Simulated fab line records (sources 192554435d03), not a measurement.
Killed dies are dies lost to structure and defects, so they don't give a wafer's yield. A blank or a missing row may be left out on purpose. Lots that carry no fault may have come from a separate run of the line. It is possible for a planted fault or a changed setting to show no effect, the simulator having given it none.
Chamber matching    flow n5 finfet    4 sister chambers for N5_BEOL_M0_SAQP_STRIP_86 on rie diel-02
The step strips in N2/H2. 16 wafers are shown with their chamber, then 8 later ones without.

## WAFERS, EACH WITH ITS CHAMBER
wafer   chamber  throttle valve pct (%)  showerhead plenum p Torr (Torr)  oes product au (a.u.)
L074.1  3        19.7                    3.29                             0.83
L074.3  1        18.7                    3.52                             0.75
L074.5  0        18.8                    3.43                             0.91
L081.2  0        18.8                    3.42                             0.88
L081.4  3        19.7                    3.28                             0.82
L081.6  3        19.7                    3.28                             0.83
L084.2  0        18.8                    3.42                             0.87
L084.4  1        18.8                    3.51                             0.74
L084.5  3        19.7                    3.28                             0.81
L094.3  3        19.7                    3.27                             0.79
L094.4  2        18.8                    3.26                             0.79
L094.5  0        18.8                    3.41                             0.85
L095.1  1        18.8                    3.50                             0.71
L095.3  2        18.8                    3.26                             0.79
L095.4  0        18.8                    3.41                             0.84
L096.1  2        18.8                    3.26                             0.77

SIGNATURES, as means of the wafers listed above
reading                   chamber 0  chamber 1  chamber 2  chamber 3  scatter within a chamber
throttle valve pct        18.800     18.767     18.800     19.700     0.0236
showerhead plenum p Torr  3.4180     3.5100     3.2600     3.2800     0.00753
oes product au            0.8700     0.7333     0.7833     0.8160     0.0209
Rule: for each reading, subtract the chamber's mean from the wafer's reading, divide by that reading's scatter and square the result; add these up over the readings and take the root, which gives the wafer's distance from the chamber. If the next closest chamber is less than 2 further off than the closest, the wafer can't be placed; otherwise it belongs to the closest. The scatter is the square root of a quotient: the sum, over the shown wafers, of each reading's squared deviation from its chamber's mean, divided by wafers minus chambers.

## WAFERS MISSING THEIR CHAMBER
wafer   throttle valve pct (%)  showerhead plenum p Torr (Torr)  oes product au (a.u.)
L096.3  18.8                    3.50                             0.72
L096.4  18.8                    3.41                             0.84
L097.1  18.8                    3.40                             0.84
L097.2  18.8                    3.26                             0.78
L097.3  19.8                    3.27                             0.79
L097.4  18.8                    3.50                             0.73
L097.5  18.7                    3.50                             0.72
L097.6  18.8                    3.26                             0.79

## THE CHAMBER EACH PASSED THROUGH
wafer   from the rows above  in truth
L096.3  1                    1
L096.4  0                    0
L097.1  0                    0
L097.2  2                    2
L097.3  3                    3
L097.4  1                    1
L097.5  1                    1
L097.6  2                    2
Correctly placed: 8 of 8. Number that these rows cannot place: 0. Placed wrongly: 0.
